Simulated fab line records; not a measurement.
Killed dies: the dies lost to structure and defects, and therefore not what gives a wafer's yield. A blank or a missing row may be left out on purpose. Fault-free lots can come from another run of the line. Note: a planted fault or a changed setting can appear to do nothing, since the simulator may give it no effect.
Chamber matching | flow n5Finfet | N5_PMOS_HMC_CHANNEL_EPI_HM_DEP_34 on pecvd-04 has 3 sister chambers
The step deposits SiO2 from TEOS/O2, target thk 36 nm, time 6.9 s. 27 wafers are shown with their chamber, then 12 later ones without.

== WAFERS WITH THEIR CHAMBER ==
wafer  | chamber | showerheadPlenumPTorr (Torr) | throttleValvePct (%) | heaterPowerW (W)
L075.2 | 1       | 8.40                         | 18.5                 | 372
L075.3 | 2       | 8.31                         | 18.8                 | 500
L075.4 | 2       | 8.31                         | 19.0                 | 493
L076.1 | 2       | 8.32                         | 19.0                 | 391
L076.2 | 1       | 8.40                         | 18.5                 | 458
L076.3 | 0       | 8.28                         | 19.0                 | 470
L076.4 | 1       | 8.41                         | 18.3                 | 452
L076.5 | 0       | 8.30                         | 19.1                 | 460
L076.6 | 2       | 8.31                         | 18.9                 | 399
L078.1 | 0       | 8.31                         | 18.8                 | 445
L078.2 | 1       | 8.39                         | 18.6                 | 452
L078.3 | 2       | 8.31                         | 18.7                 | 448
L078.4 | 1       | 8.40                         | 18.6                 | 448
L078.5 | 0       | 8.29                         | 18.9                 | 465
L078.6 | 2       | 8.30                         | 19.1                 | 441
L079.1 | 2       | 8.29                         | 19.0                 | 428
L079.4 | 1       | 8.40                         | 18.6                 | 472
L079.5 | 0       | 8.31                         | 19.0                 | 456
L080.2 | 2       | 8.29                         | 18.9                 | 497
L080.3 | 0       | 8.30                         | 18.8                 | 503
L080.6 | 1       | 8.41                         | 18.4                 | 450
L082.1 | 2       | 8.31                         | 19.0                 | 479
L082.2 | 1       | 8.39                         | 18.5                 | 441
L082.3 | 0       | 8.29                         | 19.0                 | 453
L082.4 | 0       | 8.29                         | 19.0                 | 446
L082.5 | 1       | 8.39                         | 18.4                 | 444
L082.6 | 2       | 8.31                         | 18.9                 | 471

SIGNATURES, as means of the wafers listed above
reading               | chamber 0 | chamber 1 | chamber 2 | scatter within a chamber
showerheadPlenumPTorr | 8.2963    | 8.3989    | 8.3060    | 0.00939
throttleValvePct      | 18.950    | 18.489    | 18.930    | 0.11
heaterPowerW          | 462.25    | 443.22    | 454.70    | 31
Rule: a wafer's distance from a chamber is the root of the sum, over the readings, of the square of ((its reading less the chamber's mean) divided by the reading's scatter). If the next closest chamber is less than 2 further off than the closest, the wafer can't be placed; otherwise it belongs to the closest. How the scatter is found: for the shown wafers, subtract from each reading the mean of its chamber, square and add these, divide the total by (wafers less chambers), then take the root.

== WAFERS WITH NO CHAMBER GIVEN ==
wafer  | showerheadPlenumPTorr (Torr) | throttleValvePct (%) | heaterPowerW (W)
L084.2 | 8.40                         | 18.5                 | 418
L084.3 | 8.32                         | 18.8                 | 513
L084.6 | 8.39                         | 18.5                 | 418
L085.1 | 8.30                         | 19.1                 | 392
L085.2 | 8.31                         | 19.0                 | 495
L085.3 | 8.38                         | 18.4                 | 454
L091.2 | 8.30                         | 19.0                 | 456
L091.3 | 8.40                         | 18.6                 | 471
L091.6 | 8.39                         | 18.6                 | 470
L092.1 | 8.28                         | 19.1                 | 556
L092.2 | 8.42                         | 18.6                 | 478
L092.5 | 8.39                         | 18.6                 | 489

== CHAMBER TAKEN BY EACH ==
wafer  | from the rows above     | in truth
L084.2 | 1                       | 1
L084.3 | can't be placed: 2 or 0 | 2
L084.6 | 1                       | 1
L085.1 | can't be placed: 2 or 0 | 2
L085.2 | can't be placed: 2 or 0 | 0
L085.3 | 1                       | 1
L091.2 | can't be placed: 0 or 2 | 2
L091.3 | 1                       | 1
L091.6 | 1                       | 1
L092.1 | can't be placed: 0 or 2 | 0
L092.2 | 1                       | 1
L092.5 | 1                       | 1
Correctly placed: 7 of 12. Cannot be placed on the basis of these rows: 5; the candidates contain the true chamber in 5. Number placed wrongly: 0.
